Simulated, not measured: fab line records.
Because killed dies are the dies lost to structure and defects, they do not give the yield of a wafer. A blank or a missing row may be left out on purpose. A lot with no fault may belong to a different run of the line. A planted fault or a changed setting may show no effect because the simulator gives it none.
One fault seen from 2 desks    flow n5-finfet    only its own numbers are on each desk; what lay behind them is given at the end

## AT THE METROLOGY DESK
What the gauges read, lot by lot, whatever tool the lot ran on: means of the sampled wafers that have a number. If a lot's mean is further than 4 standard deviations from the usual mean, the lot is out of limits and carries the mark OUT (the distance appears in the brackets).
Columns: A = M7_ILD_THK at N5_BEOL_M7_THK_MEAS_01, usual 155.2 nm; B = M7_OVL at N5_BEOL_M7_OVL_MEAS_12, usual 0.1 nm
lot   first seen here  A      B
L558  day 9 03:37      156.9  0.1
L560  day 10 04:29     152.5  -0.5
L562  day 10 14:40     155.2  -0.0
L564  day 11 04:21     155.7  0.8
L567  day 12 14:13     156.5  0.3
L570  day 13 05:00     153.3  0.9
L573  day 13 06:17     156.0  -0.3
L574  day 13 08:12     153.6  -0.1
L578  day 14 13:23     155.0  -0.3
L580  day 15 11:59     154.8  0.9
This desk found nothing out of limits on any of the 10 lots.

## AT THE TOOL OWNER'S DESK: litho-track-02
The tool's own readings at N5_BEOL_M7_COAT_71 (time 60 s, resist thk 5 nm): means of the sampled wafers that have a number, for each lot that ran on this tool. If a lot's mean is further than 4 standard deviations from the usual mean, the lot is out of limits and carries the mark OUT (the distance appears in the brackets).
Columns: A = heater-power-total-W at N5_BEOL_M7_COAT_71, usual 391.7 W; B = plate-temp-C at N5_BEOL_M7_COAT_71, usual 205.00 C; C = spin-speed-rpm at N5_BEOL_M7_COAT_71, usual 1499.9 rpm
lot   first seen here  A      B       C
L558  day 9 04:58      392.4  205.05  1501.2
L562  day 10 18:50     390.9  204.77  1499.3
L564  day 11 06:58     392.1  205.15  1499.9
L567  day 12 19:22     391.2  204.92  1499.9
L570  day 13 09:14     392.5  205.07  1289.6 (-99 or more) OUT
L574  day 13 12:13     391.2  204.97  1291.5 (-99 or more) OUT
This desk's finding: out of limits on L570, L574; first on L570, day 13 09:14 (spin-speed-rpm at N5_BEOL_M7_COAT_71). L558, L562, L564, L567 stayed within limits.

## TAKEN TOGETHER
On L570, L574, at day 13 09:14, an alarm was possible from the tool owner's desk.
Nothing out of limits was seen by the metrology desk.
The metrology desk has L570, L574 on record, within its limits.
Every lot named ran N5_BEOL_M7_COAT_71 on litho-track-02.

## WHAT WAS PUT IN BY THE SIMULATOR
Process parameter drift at N5_BEOL_M7_COAT_71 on litho-track-02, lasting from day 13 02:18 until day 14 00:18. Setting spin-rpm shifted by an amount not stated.
Shown lots that were struck: L570, L574.
Delay in hours, fault start to first out-of-limits reading, by desk: the tool owner's desk at 7.
